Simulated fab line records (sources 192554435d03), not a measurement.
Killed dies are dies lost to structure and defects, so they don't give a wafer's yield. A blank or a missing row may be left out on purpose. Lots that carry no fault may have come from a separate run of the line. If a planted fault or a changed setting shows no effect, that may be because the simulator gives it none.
Split-lot trial | flow n5_finfet | 7 lots, 21 wafers read, on a route of 1938 steps

== SPLIT DETAILS ==
At N5_ZERO_LAYER_PECVD_02 (deposits SiO2 from SiH4/N2O, target thk 10 nm, time 6 s), the setting time_s was moved away from the recipe's 6 s on 4 of the 21 wafers read, by -13.3% to -3.8%. For the rest of the wafers, this setting stayed at what the recipe calls for.

The reading comes from the split's own step.

== THE READING ==
SiO2_of_ZERO_LAYER_PECVD_02.thk_nm (the simulator's own value, which no gauge read), in nm, at N5_ZERO_LAYER_PECVD_02 (deposits SiO2 from SiH4/N2O, target thk 10 nm, time 6 s). The file does not state a usual value for it. The 17 wafers here that ran the recipe average 10.052 nm, standard deviation 0.18 nm.

wafer  | tool, chamber at the split | time_s as run, s | against the recipe | SiO2_of_ZERO_LAYER_PECVD_02.thk_nm, nm | against lot-mates on the recipe
L083.1 | pecvd-01, 0                | 6                | recipe             | 10.1                                   | -
L083.2 | pecvd-01, 1                | 5.77             | -3.8%              | 9.702                                  | -0.403
L083.6 | pecvd-01, 0                | 6                | recipe             | 10.11                                  | -
L084.1 | pecvd-01, 0                | 6                | recipe             | 10.21                                  | -
L084.5 | pecvd-01, 0                | 6                | recipe             | 10.21                                  | -
L084.6 | pecvd-01, 1                | 6                | recipe             | 10.26                                  | -
L085.1 | pecvd-04, 0                | 5.437            | -9.4%              | 8.953                                  | -1.070
L085.2 | pecvd-04, 1                | 6                | recipe             | 9.866                                  | -
L085.4 | pecvd-04, 0                | 6                | recipe             | 10.18                                  | -
L089.3 | pecvd-04, 0                | 6                | recipe             | 9.679                                  | -
L089.4 | pecvd-04, 0                | 6                | recipe             | 10                                     | -
L089.6 | pecvd-04, 2                | 6                | recipe             | 9.925                                  | -
L090.2 | pecvd-01, 1                | 5.204            | -13.3%             | 8.429                                  | -1.621
L090.4 | pecvd-01, 2                | 5.204            | -13.3%             | 8.697                                  | -1.353
L090.5 | pecvd-01, 1                | 6                | recipe             | 10.05                                  | -
L092.1 | pecvd-01, 1,2              | 6                | recipe             | 10                                     | -
L092.3 | pecvd-01, 1,2              | 6                | recipe             | 10                                     | -
L092.5 | pecvd-01, 2                | 6                | recipe             | 10.27                                  | -
L095.2 | pecvd-04, 0                | 6                | recipe             | 9.712                                  | -
L095.5 | pecvd-04, 2                | 6                | recipe             | 10.03                                  | -
L095.6 | pecvd-04, 1                | 6                | recipe             | 10.29                                  | -
When a row names more than one chamber, that row covers several wafers, and the file does not tell which wafer ran in which chamber.

FIT RESULTS
A straight line over all 21 wafers: SiO2_of_ZERO_LAYER_PECVD_02.thk_nm changes by +0.113 nm for each +1% of time_s; r = +0.95; the points scatter about the line by 0.17 nm.
The same after taking each lot's own level away (the mean of its wafers on the recipe; 21 wafers): +0.112 nm for each +1%; r = +0.96; scatter 0.14 nm.
That fit puts the effect of the largest move of time_s on the reading at 1.5 nm.
From 9.8680 to 10.2267 nm: that is the span of the lots' own levels, equal to 2.0 times the standard deviation above.
The two slopes agree, so the slope changes little with the lot-to-lot level.
Check: with one of the wafers moved furthest among these (-13.3%) left out of the fit, the line predicts -1.41 nm for it against its lot-mates. It came out at -1.62 nm against them.

== FILE'S OWN FIT ==
SiO2_of_ZERO_LAYER_PECVD_02.thk_nm changes by +0.112 nm for each +1% of time_s, r = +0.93.
